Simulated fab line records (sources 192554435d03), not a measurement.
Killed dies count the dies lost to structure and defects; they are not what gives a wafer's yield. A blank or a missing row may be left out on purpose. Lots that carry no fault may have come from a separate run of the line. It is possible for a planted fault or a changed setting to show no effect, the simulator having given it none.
Struck lot and sound lot, side by side | flow n5Finfet | 16 out of 1938 route steps
Sound: wafers L719.2, L719.5, L719.6. Struck: wafer L710.4 (left out: L710.6, a lot-mate that was not struck); the cause follows at the end.
Per side, at each step with rows, come the tool, then ch with its chambers, and then its first start. Under that, the readings that differ: sound wafers | struck wafers | difference of the means | sigmas: that difference in standard deviations of wafers without a fault.
alike: readings with means less than 2 such deviations apart, plus words and numbers identical on both sides. not compared: withheld readings, readings lacking a value on some wafer, bounds such as >300 that could conceal the same value, and numbers that have no deviation in the record and whose values overlap.
Wherever a step has rows on one side only, a row that says differs or no value, or a row with sigmas, the two part there. When numbers do not overlap yet have no deviation, they are printed without sigmas and do not part them. A reading missing from all wafers of one side parts the sides only when that side holds two or more wafers.

first, 8 steps without rows for these wafers: N5_FIN_SAQP_COAT_49 (time 60 s, resist thk 100 nm); N5_FIN_SAQP_COAT_50 (time 60 s, resist thk 35 nm); N5_FIN_SAQP_COAT_10 (resist thk 90 nm); N5_FIN_SAQP_EBR_12; N5_FIN_SAQP_SOFTBAKE_11 (time 60 s); N5_FIN_SAQP_EXPOSE_13 (exposes mask FIN CORE, target cd 35.6 nm); N5_FIN_SAQP_PEB_14 (peb time 60 s); N5_FIN_SAQP_DEVELOP_15 (develop time 30 s).
N5_FIN_SAQP_CD_MEAS_16: the cd target is 35.6 nm.
  sound on cdSem-01 ch 0, day 5 15:19; struck on cdSem-03 ch 0, day 3 09:54
reading   | sound          | struck | difference | sigmas
cdNm (nm) | 35.7 35.8 35.2 | 34.9   | -0.7       | -2
N5_FIN_SAQP_OVL_MEAS_17:
  sound on overlay-02 ch 0, day 5 15:22; struck on overlay-01 ch 0, day 3 09:56
  alike: FIN_CORE_OVL
N5_FIN_SAQP_INSPECT_18: inspects for defects (brightfield).
  sound: defectInspect-01 at day 5 15:23; struck: defectInspect-01 at day 3 09:58
  alike: rawDefectCount
N5_FIN_SAQP_DESCUM_21: chemistry O2, time 7.9 s.
  sound on rieDiel-02 ch 0,1,3, day 5 15:25; struck on rieDiel-01 ch 0, day 3 10:14
reading                  | sound       | struck | difference | sigmas
drypumpMotorCurrentA (A) | 6.4 6.1 5.5 | 4.7    | -1.3       | -3
  alike: oesProductAu, rfVppV, showerheadPlenumPTorr, throttleValvePct
  not compared: rfHoursCounterH
N5_FIN_SAQP_ETCH_51: etches SiARC in CF4, target depth 45.5 nm, time 75.8 s.
  sound on rieDiel-02 ch 0,1,3, day 5 15:27; struck on rieDiel-01 ch 0, day 3 10:16
reading                  | sound          | struck | difference | sigmas
drypumpMotorCurrentA (A) | 6.3 6.1 5.5    | 4.7    | -1.3       | -3
etchRfOnTimeS (s)        | 75.1 76.1 73.2 | 51.5   | -23.3      | -11
  alike: cf4FlowSccm, oesProductAu, rfVppV, showerheadPlenumPTorr, throttleValvePct
  not compared: rfHoursCounterH
N5_FIN_SAQP_ETCH_52: etches SOC in N2/H2, target depth 100 nm, overetch 20 nm, time 150 s.
  sound on rieDiel-02 ch 0,1,3, day 5 15:31; struck on rieDiel-01 ch 0, day 3 10:20
reading                  | sound       | struck | difference | sigmas
drypumpMotorCurrentA (A) | 6.3 6.1 5.5 | 4.7    | -1.3       | -3
  alike: oesProductAu, rfVppV, showerheadPlenumPTorr, throttleValvePct
  not compared: rfHoursCounterH
-- a jump in the record: the struck wafers' starts before and after are 6 days apart (it breaks off in module FIN_SAQP and resumes in module BEOL_M4, where the first step shown is number 1111 of the route) --
N5_BEOL_M4_RC_MEAS_101:
  sound on prober-02 ch 0, day 11 08:40; struck on prober-01 ch 0, day 9 06:23
  alike: DIBL_N, DIBL_P, IOFF_N, IOFF_P, ION_N, ION_P, SS_N, SS_P, VT_N, VT_P
next, for these wafers, 1 step has no rows: N5_PASSIVATION_PROBE_49.

## WHERE THEY PART
First at N5_FIN_SAQP_CD_MEAS_16; last, within this record, at N5_FIN_SAQP_ETCH_52. Later steps at which nothing parts them and some readings are alike: N5_BEOL_M4_RC_MEAS_101.

WHY: whatever the simulator had introduced
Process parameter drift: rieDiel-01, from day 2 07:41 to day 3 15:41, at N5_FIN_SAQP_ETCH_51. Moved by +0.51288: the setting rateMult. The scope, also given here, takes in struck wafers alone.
